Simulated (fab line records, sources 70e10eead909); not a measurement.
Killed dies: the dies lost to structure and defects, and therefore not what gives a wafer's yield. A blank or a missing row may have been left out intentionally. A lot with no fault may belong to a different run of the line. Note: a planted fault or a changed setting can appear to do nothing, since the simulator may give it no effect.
Matching of chambers :: flow nandHarc :: rieDiel-01 running NHARC_P_M2_STRIP_18: 4 sister chambers
The step strips in N2/H2. 8 wafers are shown with their chamber, then 12 later ones without.

EACH WAFER AND ITS CHAMBER
wafer: L085.5
chamber: 0
drypumpMotorCurrentA (A): 5.1
oesProductAu (a.u.): 1.019

wafer: L085.6
chamber: 1
drypumpMotorCurrentA (A): 6.3
oesProductAu (a.u.): 0.993

wafer: L087.3
chamber: 1
drypumpMotorCurrentA (A): 6.4
oesProductAu (a.u.): 0.986

wafer: L089.2
chamber: 0
drypumpMotorCurrentA (A): 5.2
oesProductAu (a.u.): 1.016

wafer: L089.5
chamber: 2
drypumpMotorCurrentA (A): 5.3
oesProductAu (a.u.): 0.986

wafer: L093.1
chamber: 2
drypumpMotorCurrentA (A): 5.2
oesProductAu (a.u.): 0.980

wafer: L093.3
chamber: 3
drypumpMotorCurrentA (A): 5.3
oesProductAu (a.u.): 0.999

wafer: L093.5
chamber: 3
drypumpMotorCurrentA (A): 5.3
oesProductAu (a.u.): 1.003

WAFERS WITH NO CHAMBER GIVEN
wafer: L094.3
drypumpMotorCurrentA (A): 5.1
oesProductAu (a.u.): 1.018

wafer: L094.4
drypumpMotorCurrentA (A): 5.3
oesProductAu (a.u.): 1.001

wafer: L094.5
drypumpMotorCurrentA (A): 5.3
oesProductAu (a.u.): 0.990

wafer: L095.1
drypumpMotorCurrentA (A): 6.3
oesProductAu (a.u.): 0.978

wafer: L095.2
drypumpMotorCurrentA (A): 5.3
oesProductAu (a.u.): 0.990

wafer: L095.5
drypumpMotorCurrentA (A): 5.3
oesProductAu (a.u.): 0.994

wafer: L096.1
drypumpMotorCurrentA (A): 5.1
oesProductAu (a.u.): 1.001

wafer: L096.2
drypumpMotorCurrentA (A): 5.3
oesProductAu (a.u.): 0.976

wafer: L096.3
drypumpMotorCurrentA (A): 5.3
oesProductAu (a.u.): 0.997

wafer: L097.2
drypumpMotorCurrentA (A): 5.3
oesProductAu (a.u.): 1.017

wafer: L097.3
drypumpMotorCurrentA (A): 6.3
oesProductAu (a.u.): 1.005

wafer: L097.6
drypumpMotorCurrentA (A): 5.3
oesProductAu (a.u.): 1.011

THE CHAMBER EACH PASSED THROUGH
wafer: L094.3
from the rows above: 0
in truth: 0

wafer: L094.4
from the rows above: 3
in truth: 3

wafer: L094.5
from the rows above: can't be placed: 2 or 3
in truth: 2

wafer: L095.1
from the rows above: 1
in truth: 1

wafer: L095.2
from the rows above: can't be placed: 2 or 3
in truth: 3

wafer: L095.5
from the rows above: can't be placed: 3 or 2
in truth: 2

wafer: L096.1
from the rows above: can't be placed: 3 or 0
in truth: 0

wafer: L096.2
from the rows above: 2
in truth: 2

wafer: L096.3
from the rows above: 3
in truth: 3

wafer: L097.2
from the rows above: can't be placed: 0 or 3
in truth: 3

wafer: L097.3
from the rows above: 1
in truth: 1

wafer: L097.6
from the rows above: can't be placed: 3 or 0
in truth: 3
Placed correctly: 6 of 12. These rows do not allow placing 6 (true chamber among the candidates in 6). Placed wrongly: 0.
How it was worked out, from the rows above alone: a wafer's distance from a chamber is the root of the sum, over the readings, of the square of ((its reading less the chamber's mean) divided by the reading's scatter). If the next closest chamber is less than 2 further off than the closest, the wafer can't be placed; otherwise it belongs to the closest. The mean given for a chamber averages the wafers shown for that chamber. How the scatter is found: for the shown wafers, subtract from each reading the mean of its chamber, square and add these, divide the total by (wafers less chambers), then take the root.
